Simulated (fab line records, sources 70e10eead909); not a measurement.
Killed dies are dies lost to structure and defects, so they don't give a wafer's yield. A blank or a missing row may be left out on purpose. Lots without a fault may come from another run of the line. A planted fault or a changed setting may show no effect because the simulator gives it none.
Chamber matching | flow nand_harc | NHARC_P_CONTACT_STRIP_28 on rie_diel-03: 4 sister chambers
The step strips in O2. 16 wafers are shown with their chamber, then 7 later ones without.

WAFERS WITH THEIR CHAMBER
wafer  | chamber | showerhead_plenum_p_Torr (Torr) | drypump_motor_current_A (A) | oes_product_au (a.u.)
L075.1 | 3       | 3.49                            | 5.6                         | 0.992
L075.3 | 2       | 3.63                            | 5.6                         | 0.978
L075.6 | 1       | 3.51                            | 5.0                         | 1.003
L088.1 | 1       | 3.51                            | 5.0                         | 1.001
L088.4 | 0       | 3.66                            | 5.9                         | 1.005
L088.5 | 2       | 3.63                            | 5.6                         | 0.973
L085.1 | 2       | 3.62                            | 5.6                         | 0.968
L085.3 | 1       | 3.50                            | 5.0                         | 1.002
L085.5 | 0       | 3.66                            | 5.9                         | 0.995
L089.3 | 3       | 3.49                            | 5.6                         | 0.995
L089.4 | 3       | 3.49                            | 5.6                         | 0.994
L089.5 | 0       | 3.66                            | 5.8                         | 1.005
L091.1 | 1       | 3.50                            | 5.0                         | 1.011
L091.3 | 3       | 3.49                            | 5.6                         | 1.023
L091.6 | 0       | 3.66                            | 5.9                         | 1.011
L093.1 | 3       | 3.49                            | 5.6                         | 0.997

SIGNATURES (means of the wafers above)
reading                  | chamber 0 | chamber 1 | chamber 2 | chamber 3 | scatter within a chamber
showerhead_plenum_p_Torr | 3.6600    | 3.5050    | 3.6267    | 3.4900    | 0.00373
drypump_motor_current_A  | 5.875     | 5.000     | 5.600     | 5.600     | 0.025
oes_product_au           | 1.00400   | 1.00425   | 0.97300   | 1.00020   | 0.0087
Rule: a wafer's distance from a chamber is the root of the sum, over the readings, of the square of ((its reading less the chamber's mean) divided by the reading's scatter). The wafer belongs to the nearest chamber; if the next one is less than 2 further off, it can't be placed. The scatter: the root of (the sum of the squares of (reading less its chamber's mean) over the shown wafers, divided by (wafers less chambers)).

WAFERS WITHOUT THEIR CHAMBER
wafer  | showerhead_plenum_p_Torr (Torr) | drypump_motor_current_A (A) | oes_product_au (a.u.)
L093.2 | 3.66                            | 5.9                         | 1.010
L093.5 | 3.66                            | 5.9                         | 1.016
L093.3 | 3.62                            | 5.6                         | 0.968
L093.4 | 3.50                            | 5.0                         | 1.007
L093.6 | 3.49                            | 5.6                         | 1.011
L092.1 | 3.50                            | 5.0                         | 1.006
L092.6 | 3.49                            | 5.6                         | 1.001

WHICH CHAMBER EACH WENT THROUGH
wafer  | from the rows above | in truth
L093.2 | 0                   | 0
L093.5 | 0                   | 0
L093.3 | 2                   | 2
L093.4 | 1                   | 1
L093.6 | 3                   | 3
L092.1 | 1                   | 1
L092.6 | 3                   | 3
Placed correctly: 7 of 7. Can't be placed from these rows: 0. Placed wrongly: 0.
